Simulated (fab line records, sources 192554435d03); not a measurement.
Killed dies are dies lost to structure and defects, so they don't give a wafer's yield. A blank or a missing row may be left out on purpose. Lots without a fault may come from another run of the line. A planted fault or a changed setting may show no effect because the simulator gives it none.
Chamber matching | flow n5_finfet | N5_HKMG_FIN_ETCH_67 on rie_diel-06: 4 sister chambers
The step etches SOC in N2/H2, stops on TiN, target depth 388.9 nm. 8 wafers are shown with their chamber, then 7 later ones without.

WAFERS WITH THEIR CHAMBER
wafer  | chamber | drypump_motor_current_A (A) | throttle_valve_pct (%)
L079.3 | 3       | 5.3                         | 17.64
L079.6 | 3       | 5.3                         | 17.64
L081.3 | 2       | 5.3                         | 17.75
L081.5 | 0       | 5.7                         | 17.61
L089.3 | 0       | 5.7                         | 17.63
L089.6 | 1       | 6.5                         | 18.18
L090.1 | 1       | 6.5                         | 18.19
L090.4 | 2       | 5.4                         | 17.78

WAFERS WITHOUT THEIR CHAMBER
wafer  | drypump_motor_current_A (A) | throttle_valve_pct (%)
L090.6 | 5.7                         | 17.64
L092.1 | 5.3                         | 17.69
L092.4 | 5.7                         | 17.63
L092.5 | 6.5                         | 18.17
L091.1 | 5.3                         | 17.69
L091.3 | 6.5                         | 18.19
L091.4 | 5.4                         | 17.79

WHICH CHAMBER EACH WENT THROUGH
wafer  | from the rows above | in truth
L090.6 | 0                   | 0
L092.1 | 3                   | 3
L092.4 | 0                   | 0
L092.5 | 1                   | 1
L091.1 | 3                   | 3
L091.3 | 1                   | 1
L091.4 | 2                   | 2
Placed correctly: 7 of 7. Can't be placed from these rows: 0. Placed wrongly: 0.
How it was worked out, from the rows above alone: a wafer's distance from a chamber is the root of the sum, over the readings, of the square of ((its reading less the chamber's mean) divided by the reading's scatter). The wafer belongs to the nearest chamber; if the next one is less than 2 further off, it can't be placed. A chamber's mean is the mean of its shown wafers. The scatter: the root of (the sum of the squares of (reading less its chamber's mean) over the shown wafers, divided by (wafers less chambers)).
